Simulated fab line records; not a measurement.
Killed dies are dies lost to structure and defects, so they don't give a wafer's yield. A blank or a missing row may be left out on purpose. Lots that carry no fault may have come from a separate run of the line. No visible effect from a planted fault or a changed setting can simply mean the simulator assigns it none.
fab line records	flow nand_harc
record lots=6	wafers=18	last_day=32
route steps=1302 shown A_STAIRCASE@640 END@1302
lots that met no fault: from a run of the same line without faults
start_h: the number of hours between the record's first day and the start of the first shown wafer of the lot	wait_h: time in hours since the lot's previous step	" same as the row above	L1.1+2: a single row standing in for several wafers	- either no value or no given start	* or withheld: withheld	< > ~ a bound
route shown NAME@n: a module of which the file shows steps, and the number in the route of the first	usual: average and standard deviation across the fault-free wafers	same: alike in all rows	chamber/n: place in a boat	sites: the reading at each site	_std_site: the standard deviation of these	_edge_site: inner sites' mean taken away from outer sites' mean	radius_mm: how far each site lies from the wafer's centre	mask NAME#n: copy n	behind: the tool/chamber that last shaped the wafer	hold: why the lot was held/for how many hours/how that ended	device: the n, p or np transistor that did not switch	end of line: the tests these same wafers got at the end of their route	a step with no rows: only its recipe	killed: count of dies lost to structure and defects at first sort (not the wafer's yield)	map: a wafer's dies, marking killed ones x, the rest . and places with no die _
set.NAME: the run value of the setting; set.NAME@STEP: its run value at that earlier step	model.NAME: the simulator's own value behind a step, which no gauge read
lots seen at some steps along the route; tables by step, rows by wafer
services: when a tool's chamber went out of use (start_h, in hours from the record's first day, below 0 if earlier), for how many hours, and the reason
## steps
# step NHARC_A_STAIRCASE_DEHYDRATE_158
# recipe temp_c=150	time_s=120
# step NHARC_A_STAIRCASE_HMDS_159
# recipe time_s=30
# step NHARC_A_STAIRCASE_COAT_160
# recipe spin_rpm=1200
# step NHARC_A_STAIRCASE_SOFTBAKE_161
# recipe temp_c=135	time_s=170
# step NHARC_A_STAIRCASE_EBR_162
# step NHARC_A_STAIRCASE_EXPOSE_163
# recipe na=0.5	dose_mj=20.01	mask_id=STAIR_OPEN
# step NHARC_A_STAIRCASE_PEB_164
# recipe peb_temp_c=115	peb_time_s=130
# step NHARC_A_STAIRCASE_DEVELOP_165
# recipe time_s=140
# step NHARC_A_STAIRCASE_HARDBAKE_167
# recipe temp_c=120	time_s=140
# step NHARC_A_STAIRCASE_DESCUM_168
# recipe time_s=3	o2_flow_sccm=200	ar_flow_sccm=0	bias_power_w=0	chemistry=O2
# usual drypump_motor_current_A=6.0/0.35	o2_flow_sccm=200.0/0.6	oes_product_au=0.998/0.0078	rf_vpp_V=57.8/0.77	showerhead_plenum_p_Torr=1.91/0.089	throttle_valve_pct=11.311/0.0082
lot.wafer	tool	chamber	start_h	wait_h	drypump_motor_current_A	o2_flow_sccm	oes_product_au	rf_hours_counter_h	rf_vpp_V	showerhead_plenum_p_Torr	throttle_valve_pct
L681.2	rie_diel-08	3	388.86	-	6.0	200.4	0.993	1	59.3	2.04	11.306
L681.1	"	1	"	"	5.7	199.9	0.991	1	59.0	1.86	11.317
L681.5	"	2	"	"	6.2	199.0	1.003	-	57.5	1.94	11.307
L684.2	rie_diel-02	2	430.86	-	6.6	199.7	1.004	9	57.7	1.97	11.297
L684.1	"	3	"	"	5.8	199.4	1.004	11	58.3	1.78	11.322
L684.4	"	0	"	"	5.9	200.0	1.012	10	56.6	1.86	11.307
L689.1	rie_diel-02	1	463.38	-	5.5	200.6	1.007	11	58.7	2.04	11.309
L689.2	"	3	"	"	5.8	200.4	0.999	20	58.1	1.78	11.312
L689.5	"	3	"	"	5.8	200.6	0.992	-	57.0	1.78	11.314
L688.2	rie_diel-02	0	463.49	-	5.9	198.7	0.998	19	57.6	1.86	11.307
L688.3	"	1	"	"	5.5	200.7	0.997	11	58.9	2.04	11.303
L688.5	"	0	"	"	5.9	199.5	1.007	-	57.1	1.86	11.306
L698.1	rie_diel-02	0	557.32	-	5.9	199.3	0.983	49	57.5	1.85	11.329
L698.2	"	1	"	"	5.5	200.1	0.995	42	58.6	2.03	11.299
L698.3	"	2	"	"	6.6	200.3	0.986	33	57.1	1.96	11.316
L699.3	rie_diel-03	0	571.30	-	5.7	199.5	0.995	45	58.8	1.84	11.308
L699.5	"	2	"	"	6.4	199.4	0.997	-	58.4	1.82	11.318
L699.6	"	3	"	"	6.2	200.5	1.005	-	57.2	2.02	11.309
# step NHARC_A_STAIRCASE_ETCH_169
# recipe target_depth_a=500	time_s=107.1	ion_energy_ev=120	ch3f_flow_sccm=50	o2_flow_sccm=30	ar_flow_sccm=200	rf_w=500	bias_w=100	chemistry=CH3F/O2
# usual drypump_motor_current_A=6.0/0.36	o2_flow_sccm=30.02/0.092	oes_product_au=0.955/0.02	rf_vpp_V=244.3/1.8	run_length_s=128.3/0.31	showerhead_plenum_p_Torr=2.46/0.11	throttle_valve_pct=20.664/0.0094
lot.wafer	tool	chamber	start_h	wait_h	drypump_motor_current_A	o2_flow_sccm	oes_product_au	rf_hours_counter_h	rf_vpp_V	run_length_s	showerhead_plenum_p_Torr	throttle_valve_pct
L681.1	rie_diel-08	2	388.94	0.1	6.2	29.85	0.956	1	244.0	128.3	2.50	20.676
L681.2	"	0	"	"	6.4	30.04	0.953	1	243.4	129.3	2.41	20.664
L681.5	"	3	"	"	6.0	30.00	0.961	-	247.0	128.3	2.61	20.659
L684.2	rie_diel-02	2	430.93	0.1	6.6	30.05	0.944	9	245.2	128.2	2.53	20.658
L684.1	"	3	"	"	5.8	29.96	0.956	11	242.4	128.6	2.30	20.666
L684.4	"	1	"	"	5.5	30.09	0.945	8	246.7	128.1	2.61	20.664
L689.2	rie_diel-02	1	463.55	0.2	5.4	29.96	0.931	11	246.6	128.4	2.61	20.660
L689.1	"	3	"	"	5.8	30.04	0.930	21	241.5	128.4	2.29	20.668
L689.5	"	3	"	"	5.8	30.10	0.931	-	241.0	128.2	2.29	20.658
L688.3	rie_diel-02	1	463.76	0.2	5.5	30.00	0.934	11	246.5	128.5	2.61	20.644
L688.2	"	3	"	"	5.8	29.99	0.929	21	241.5	128.6	2.29	20.669
L688.5	"	0	"	"	6.0	30.16	0.947	-	243.2	128.5	2.39	20.659
L698.3	rie_diel-02	1	557.40	0.1	5.4	30.21	0.966	42	246.2	128.6	2.60	20.655
L698.1	"	2	"	"	6.6	30.03	0.972	33	245.2	128.3	2.52	20.676
L698.2	"	3	"	"	5.9	30.05	0.940	46	240.6	128.2	2.28	20.682
L699.3	rie_diel-03	3	571.39	0.1	6.2	30.10	0.956	38	245.6	128.2	2.60	20.658
L699.6	"	1	"	"	5.6	29.80	0.967	-	246.2	128.0	2.52	20.667
L699.5	"	2	"	"	6.5	30.11	0.952	-	244.4	128.3	2.34	20.668
# step NHARC_A_STAIRCASE_ETCH_170
# recipe target_depth_a=2000	time_s=66.667	ion_energy_ev=250	c4f6_flow_sccm=25	o2_flow_sccm=20	ar_flow_sccm=500	rf_w=600	bias_w=500	chemistry=C4F6/O2
# usual drypump_motor_current_A=6.0/0.35	o2_flow_sccm=20.00/0.061	oes_product_au=0.974/0.014	rf_vpp_V=547/3.4	run_length_s=87.9/0.38	showerhead_plenum_p_Torr=3.92/0.16	throttle_valve_pct=26.902/0.0081
lot.wafer	tool	chamber	start_h	wait_h	drypump_motor_current_A	o2_flow_sccm	oes_product_au	rf_hours_counter_h	rf_vpp_V	run_length_s	showerhead_plenum_p_Torr	throttle_valve_pct
L681.1	rie_diel-08	1	389.05	-	5.7	20.00	0.960	1	544	87.1	3.83	26.902
L681.2	"	2	"	"	6.2	20.14	0.978	1	548	87.9	3.98	26.895
L681.5	"	1	"	"	5.7	19.84	0.964	-	545	87.4	3.83	26.904
L684.1	rie_diel-02	3	431.05	-	5.8	20.01	0.972	11	542	88.0	3.68	26.878
L684.2	"	0	"	"	6.0	20.07	0.962	10	545	87.6	3.83	26.914
L684.4	"	2	"	"	6.6	20.05	0.946	9	549	87.7	4.03	26.908
L689.2	rie_diel-02	1	463.81	-	5.5	19.91	0.977	11	552	130.0	4.15	26.899
L689.1	"	3	"	"	5.9	20.07	0.974	21	541	87.7	3.67	26.899
L689.5	"	3	"	"	5.8	20.10	0.973	-	540	88.3	3.67	26.906
L688.2	rie_diel-02	1	463.90	-	5.5	20.00	0.974	11	552	130.1	4.15	26.915
L688.3	"	3	"	"	5.8	20.00	0.961	21	541	88.0	3.67	26.895
L688.5	"	0	"	"	5.9	19.94	0.980	-	544	87.6	3.83	26.918
L698.3	rie_diel-02	1	557.52	-	5.5	19.96	0.995	42	551	88.0	4.13	26.905
L698.2	"	2	"	"	6.6	20.00	0.988	33	549	87.7	4.02	26.902
L698.1	"	3	"	"	5.8	19.99	0.955	46	541	87.9	3.66	26.907
L699.3	rie_diel-03	2	571.49	-	6.5	20.05	0.975	33	543	87.7	3.75	26.897
L699.6	"	2	"	"	6.4	20.03	0.986	-	545	88.0	3.75	26.882
L699.5	"	3	"	"	6.2	19.98	0.968	-	551	87.7	4.13	26.902
# step NHARC_A_STAIRCASE_STRIP_171
# recipe power_w=1500	temp_c=250	chemistry=O2
# usual drypump_motor_current_A=5.6/0.39	heater_power_w=362/13	temp_c=250.00/0.18
lot.wafer	tool	chamber	start_h	wait_h	drypump_motor_current_A	heater_power_w	rf_hours_counter_h	temp_c
L681.1	plasma_asher-01	1	389.17	-	5.9	351	7	250.43
L681.2	"	0	"	"	5.5	376	7	250.02
L681.5	"	0	"	"	5.5	367	-	250.15
L684.2	plasma_asher-01	0	431.29	-	5.5	359	16	250.01
L684.1	"	1	"	"	5.9	349	16	249.93
L684.4	"	0	"	"	5.5	363	-	249.86
L689.1	plasma_asher-02	0	463.94	-	6.0	354	6	249.98
L689.2	"	1	"	"	5.0	387	6	250.07
L689.5	"	0	"	"	6.0	358	-	250.12
L688.2	plasma_asher-01	0	464.09	-	5.5	370	25	250.03
L688.3	"	0	"	"	5.5	361	-	249.89
L688.5	"	0	"	"	5.4	364	-	249.95
L698.2	plasma_asher-01	0	557.63	-	5.5	358	9	249.83
L698.1	"	1	"	"	5.9	339	9	249.60
L698.3	"	1	"	"	5.9	343	-	250.20
L699.3	plasma_asher-01	0	571.74	-	5.5	376	-	249.76
L699.6	"	1	"	"	5.9	343	-	250.09
L699.5	"	0	"	"	5.5	357	-	249.66
# step NHARC_END_SORT_01
# recipe temp_c=25
# usual killed_at_array=59/19	killed_at_other=0.6/0.85	killed_at_periphery=3.8/2.5	killed_dies=64/19	killed_open=3.3/1.8	killed_short=2.2/1.6
# same gross_dies=677
lot.wafer	tool	chamber	start_h	wait_h	killed_at_array	killed_at_other	killed_at_periphery	killed_dies	killed_open	killed_short
L681.1	prober-01	0	605.91	2.5	77	0	0	77	3	5
L681.2	prober-01	0	606.71	2.8	82	0	2	84	4	1
L681.5	prober-01	0	609.08	3.7	80	0	4	84	5	0
L684.1	prober-01	0	644.56	2.5	52	0	2	54	0	2
L684.2	prober-01	0	645.35	2.8	69	0	2	71	6	2
L684.4	prober-01	0	646.93	3.4	59	1	2	62	4	1
# killed by level:class
L681.1 A_SLIT:chamber_film_flake=25 A_CHANNEL_HOLE_D1:chamber_film_flake=24 A_STAIRCASE:chamber_film_flake=8 A_CONTACT:chamber_film_flake=7 A_CHANNEL_HOLE_D2:chamber_film_flake=4 A_CHANNEL_FILL_D2:geometric_particle:short=2 A_DECK1_JOINT:geometric_particle:open=1 A_DECK1_JOINT:geometric_particle:short=1
L681.2 A_CHANNEL_HOLE_D1:chamber_film_flake=36 A_SLIT:chamber_film_flake=23 A_CHANNEL_HOLE_D2:chamber_film_flake=10 A_STAIRCASE:chamber_film_flake=4 A_CONTACT:chamber_film_flake=4 P_CONTACT:geometric_particle:open=1 A_ONON_D1:geometric_particle:open=1 A_CHANNEL_HOLE_D1:geometric_particle:open=1
L681.5 A_CHANNEL_HOLE_D1:chamber_film_flake=35 A_SLIT:chamber_film_flake=25 A_CHANNEL_HOLE_D2:chamber_film_flake=8 A_CONTACT:chamber_film_flake=5 A_CHANNEL_HOLE_D1:geometric_particle:open=2 A_CHANNEL_FILL_D2:geometric_particle:open=2 P_GATE:chamber_film_flake=2 A_CHANNEL_FILL_D1:geometric_particle:open=1
L684.1 A_CHANNEL_HOLE_D1:chamber_film_flake=31 A_CHANNEL_HOLE_D2:chamber_film_flake=14 A_CHANNEL_FILL_D1:chamber_film_flake=2 A_SLIT:chamber_film_flake=2 P_CONTACT:geometric_particle:short=1 A_WL_FILL:geometric_particle:short=1 P_STI:chamber_film_flake=1 A_WL_FILL:chamber_film_flake=1
L684.2 A_CHANNEL_HOLE_D2:chamber_film_flake=33 A_CHANNEL_HOLE_D1:chamber_film_flake=24 A_ONON_D1:geometric_particle:open=2 A_CONTACT:chamber_film_flake=2 P_GATE:geometric_particle:open=1 A_ONON_D1:geometric_particle:short=1 A_ONON_D2:geometric_particle:open=1 A_CHANNEL_HOLE_D2:geometric_particle:open=1
L684.4 A_CHANNEL_HOLE_D2:chamber_film_flake=31 A_CHANNEL_HOLE_D1:chamber_film_flake=21 P_CONTACT:geometric_particle:open=2 A_CHANNEL_FILL_D1:chamber_film_flake=2 A_CHANNEL_FILL_D1:geometric_particle:short=1 A_SGD_CUT:geometric_particle:open=1 A_BLC:geometric_particle:open=1 A_CHANNEL_FILL_D2:chamber_film_flake=1
## services
tool	chamber	start_h	hours	kind
rie_diel-08	-	368.69	9.0	pm
rie_diel-02	1	371.08	4.7	repair
rie_diel-02	0	372.70	-	clean
rie_diel-02	2	372.70	-	clean
rie_diel-02	3	372.70	-	clean
rie_diel-03	0	373.60	1.3	repair
rie_diel-03	3	389.08	1.6	repair
rie_diel-02	-	393.70	9.0	pm
rie_diel-02	0	393.70	9.0	vent_cycle
rie_diel-02	1	393.70	9.0	vent_cycle
rie_diel-08	0	396.13	5.1	repair
plasma_asher-02	-	426.09	9.0	pm
rie_diel-02	1	440.14	22.0	repair
rie_diel-02	2	446.95	33.0	repair
rie_diel-03	1	453.94	20.0	repair
rie_diel-03	-	459.06	9.0	pm
rie_diel-02	3	477.35	3.9	repair
plasma_asher-02	-	478.75	0.7	repair
rie_diel-03	3	490.72	4.6	repair
rie_diel-03	-	503.76	0.7	repair
plasma_asher-01	-	519.08	9.0	pm
plasma_asher-01	-	541.54	7.6	repair
rie_diel-08	-	545.69	9.0	pm
rie_diel-02	-	570.70	9.0	pm
## key
first_sign step=NHARC_A_STAIRCASE_ETCH_170	reading=run_length_s	direction=up	sigmas=99+	usual=*	struck=*
effect none on later readings
met_at NHARC_A_STAIRCASE_ETCH_170
struck_wafers L688.2,L689.2
tester_left_out L688,L689
onset_between 431.05 463.81
fault kind=process_parameter_drift	tool=rie_diel-02	chamber=-	onset_h=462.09	steps=NHARC_A_STAIRCASE_ETCH_170	channel=time_s	offset=*	shape=step	end_h=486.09	scope=struck_wafers_only	acts_in=*	stated=*
# tester_left_out: of these lots the tester's yield and bins aren't shown, on N5 and GAA mostly nor the transistor test; their killed dies are dies lost to structure and defects alone, not to doping, threshold or leakage, so they don't give the yield
